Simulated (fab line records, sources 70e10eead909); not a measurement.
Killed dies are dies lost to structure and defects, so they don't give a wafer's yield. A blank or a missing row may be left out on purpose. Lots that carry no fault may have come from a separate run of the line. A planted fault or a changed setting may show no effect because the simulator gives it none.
Which tool is to blame? | flow nand_harc | 14 lots with 42 wafers sampled at 4 steps, on a route of 1159 steps

## WHAT THE GAUGES SHOWED, per wafer
NHARC_END_SORT_01. Usual: killed_at_array 27, standard deviation 9.9; killed_at_other 0.5, standard deviation 0.76; killed_at_periphery 3.4, standard deviation 2.2; killed_dies 31, standard deviation 10; killed_open 3.3, standard deviation 2; killed_short 2.0, standard deviation 1.5.
lot  | measured     | on        | killed_at_array | killed_at_other | killed_at_periphery | killed_dies | killed_open | killed_short | flag
L561 | day 23 14:16 | prober-01 | 33 100 110      | 0 0 0           | 2 0 0               | 35 100 110  | 3 1 3       | 2 1 0        | OFF
L564 | day 23 22:16 | prober-01 | 90 16 90        | 1 0 2           | 6 2 6               | 97 18 98    | 5 3 7       | 1 1 1        | OFF

## WHAT TOOL EACH LOT RAN ON (gives the tool, then ch and the chambers of the sampled wafers, and finally the start)
lot  | NHARC_A_WL_FILL_ETCHBACK_05       | NHARC_A_BONDPAD_STRIP_15           | NHARC_THIN_TSV_DEGAS_53
L545 | rie_metal-02 ch 0,1, day 15 01:58 | rie_diel-08 ch 1,2,3, day 18 02:31 | pvd_sputter-03, day 19 05:47
L544 | rie_metal-03 ch 1, day 15 04:46   | rie_diel-11 ch 0,1,3, day 18 04:31 | pvd_sputter-01, day 19 07:40
L546 | rie_metal-01 ch 0,1, day 15 10:35 | rie_diel-08 ch 0,1, day 18 10:12   | pvd_sputter-02, day 19 06:31
L547 | rie_metal-01 ch 0,1, day 15 11:55 | rie_diel-11 ch 1,2,3, day 18 09:48 | pvd_sputter-01, day 19 09:04
L548 | rie_metal-01 ch 0,1, day 16 01:36 | rie_diel-06 ch 1,2, day 19 00:22   | pvd_sputter-03, day 19 21:12
L550 | rie_metal-01 ch 0,1, day 16 10:34 | rie_diel-06 ch 0,1,3, day 19 11:32 | pvd_sputter-02, day 20 09:34
L549 | rie_metal-02 ch 0,1, day 16 11:17 | rie_diel-06 ch 0,2, day 19 21:19   | pvd_sputter-03, day 20 18:58
L552 | rie_metal-01 ch 0,1, day 16 23:47 | rie_diel-06 ch 1,2, day 19 21:42   | pvd_sputter-02, day 20 17:25
L551 | rie_metal-03 ch 0,1, day 17 02:39 | rie_diel-06 ch 0,1, day 19 23:02   | pvd_sputter-03, day 20 20:29
L554 | rie_metal-01 ch 0,1, day 17 11:52 | rie_diel-08 ch 0,3, day 20 05:34   | pvd_sputter-02, day 21 02:00
L553 | rie_metal-02 ch 0,1, day 17 15:15 | rie_diel-06 ch 0,2,3, day 20 09:13 | pvd_sputter-02, day 21 02:43
L556 | rie_metal-01 ch 0,1, day 18 04:55 | rie_diel-06 ch 0,3, day 21 00:25   | pvd_sputter-03, day 21 20:09
L561 | rie_metal-01 ch 0,1, day 18 20:39 | rie_diel-06 ch 0,1,3, day 22 11:11 | pvd_sputter-01, day 23 04:20
L564 | rie_metal-01 ch 0,1, day 19 21:44 | rie_diel-06 ch 0,2,3, day 22 16:30 | pvd_sputter-03, day 23 13:07
- NHARC_A_WL_FILL_ETCHBACK_05: etches the open film in Cl2/BCl3, target depth 22 nm, time 60 s.
- NHARC_A_BONDPAD_STRIP_15: strips in O2.
- NHARC_THIN_TSV_DEGAS_53: time 60 s.

## WHAT THE TOOLS THEMSELVES READ (means of the sampled wafers that have a number; where no wafer has one, the mark that the record gives instead)
NHARC_A_WL_FILL_ETCHBACK_05. Usual: drypump_motor_current_A 5.5 A, standard deviation 0.38; oes_product_au 0.995 a.u., standard deviation 0.011; temp_c 40.00 C, standard deviation 0.11.
lot  | tool         | drypump_motor_current_A (A) | oes_product_au (a.u.) | temp_c (C) | flag
L545 | rie_metal-02 | 5.1                         | 0.993                 | 39.98      |
L544 | rie_metal-03 | 5.2                         | 0.989                 | 40.03      |
L546 | rie_metal-01 | 5.8                         | 0.995                 | 40.06      |
L547 | rie_metal-01 | 5.8                         | 0.995                 | 40.12      |
L548 | rie_metal-01 | 5.7                         | 0.994                 | 39.94      |
L550 | rie_metal-01 | 5.8                         | 0.992                 | 39.92      |
L549 | rie_metal-02 | 5.4                         | 1.023                 | 39.87      |
L552 | rie_metal-01 | 5.8                         | 0.996                 | 40.02      |
L551 | rie_metal-03 | 5.4                         | 0.996                 | 39.80      |
L554 | rie_metal-01 | 5.7                         | 0.998                 | 39.95      |
L553 | rie_metal-02 | 5.1                         | 0.997                 | 39.87      |
L556 | rie_metal-01 | 5.8                         | 1.002                 | 40.01      |
L561 | rie_metal-01 | 5.7                         | 0.993                 | 39.94      |
L564 | rie_metal-01 | 5.7                         | 0.982                 | 39.83      |

NHARC_A_BONDPAD_STRIP_15. Usual: drypump_motor_current_A 5.6 A, standard deviation 0.51; o2_flow_sccm 500.0 sccm, standard deviation 1.5; oes_product_au 0.995 a.u., standard deviation 0.013; rf_vpp_V 57.8 V, standard deviation 0.91; showerhead_plenum_p_Torr 3.52 Torr, standard deviation 0.13; throttle_valve_pct 17.036 %, standard deviation 0.0095.
lot  | tool        | drypump_motor_current_A (A) | o2_flow_sccm (sccm) | oes_product_au (a.u.) | rf_vpp_V (V) | showerhead_plenum_p_Torr (Torr) | throttle_valve_pct (%) | flag
L545 | rie_diel-08 | 5.8                         | 501.6               | 0.996                 | 57.6         | 3.47                            | 17.031                 |
L544 | rie_diel-11 | 5.7                         | 501.5               | 0.992                 | 58.0         | 3.58                            | 17.044                 |
L546 | rie_diel-08 | 5.7                         | 499.8               | 1.004                 | 57.2         | 3.52                            | 17.038                 |
L547 | rie_diel-11 | 5.7                         | 501.3               | 0.986                 | 57.8         | 3.48                            | 17.040                 |
L548 | rie_diel-06 | 5.4                         | 498.9               | 0.996                 | 57.7         | 3.47                            | 17.021                 |
L550 | rie_diel-06 | 5.8                         | 499.4               | 1.005                 | 57.3         | 3.51                            | 17.038                 |
L549 | rie_diel-06 | 5.0                         | 500.9               | 0.995                 | 57.8         | 3.65                            | 17.028                 |
L552 | rie_diel-06 | 5.7                         | 498.6               | 1.001                 | 56.8         | 3.38                            | 17.040                 |
L551 | rie_diel-06 | 5.4                         | 498.6               | 0.995                 | 57.8         | 3.57                            | 17.029                 |
L554 | rie_diel-08 | 5.7                         | 499.8               | 0.992                 | 58.1         | 3.44                            | 17.035                 |
L553 | rie_diel-06 | 5.4                         | 499.8               | 0.993                 | 57.3         | 3.59                            | 17.036                 |
L556 | rie_diel-06 | 5.9                         | 499.1               | 0.992                 | 57.8         | 3.59                            | 17.042                 |
L561 | rie_diel-06 | 5.8                         | 499.3               | 0.999                 | 57.9         | 3.51                            | 17.043                 |
L564 | rie_diel-06 | 5.4                         | 500.6               | 0.990                 | 58.0         | 3.59                            | 17.035                 |

NHARC_THIN_TSV_DEGAS_53. Usual: heater_power_w reads 468 W (standard deviation 33).
lot  | tool           | heater_power_w (W) | flag
L545 | pvd_sputter-03 | 469                |
L544 | pvd_sputter-01 | 476                |
L546 | pvd_sputter-02 | 461                |
L547 | pvd_sputter-01 | 482                |
L548 | pvd_sputter-03 | 480                |
L550 | pvd_sputter-02 | 500                |
L549 | pvd_sputter-03 | 445                |
L552 | pvd_sputter-02 | 505                |
L551 | pvd_sputter-03 | 437                |
L554 | pvd_sputter-02 | 468                |
L553 | pvd_sputter-02 | 466                |
L556 | pvd_sputter-03 | 426                |
L561 | pvd_sputter-01 | 479                |
L564 | pvd_sputter-03 | 465                |

## THE ANSWER, worked out from the rows above alone
Rule: a lot is off if the mean of its wafers that have a number lies more than 3 standard deviations from the usual mean. A lot without any number at a reading at which 4 lots or more have one is off too. Where the step has rows for the other lots, those lots are counted as sound. First the gauges in route order, then the tools' own readings, where a lot's mean is used as printed above. The first step at which some lot is off is used, and at that step the reading that is off furthest; a lot without a number counts as furthest.
Off, at NHARC_END_SORT_01 on killed_at_array: L561, L564. Neither off nor sound, because the step has no rows for them: L545, L544, L546, L547, L548, L550, L549, L552, L551, L554, L553, L556.
A tool fits if, at a process step before that reading, it ran every lot that is off, and no sound lot after the first of them. Those tools and the gauges at NHARC_END_SORT_01 are tried in the same way. Can't be told from this: 3 tools fit, rie_metal-01 at NHARC_A_WL_FILL_ETCHBACK_05, rie_diel-06 at NHARC_A_BONDPAD_STRIP_15, prober-01 at NHARC_END_SORT_01.

## WHAT THE SIMULATOR HAD PUT IN
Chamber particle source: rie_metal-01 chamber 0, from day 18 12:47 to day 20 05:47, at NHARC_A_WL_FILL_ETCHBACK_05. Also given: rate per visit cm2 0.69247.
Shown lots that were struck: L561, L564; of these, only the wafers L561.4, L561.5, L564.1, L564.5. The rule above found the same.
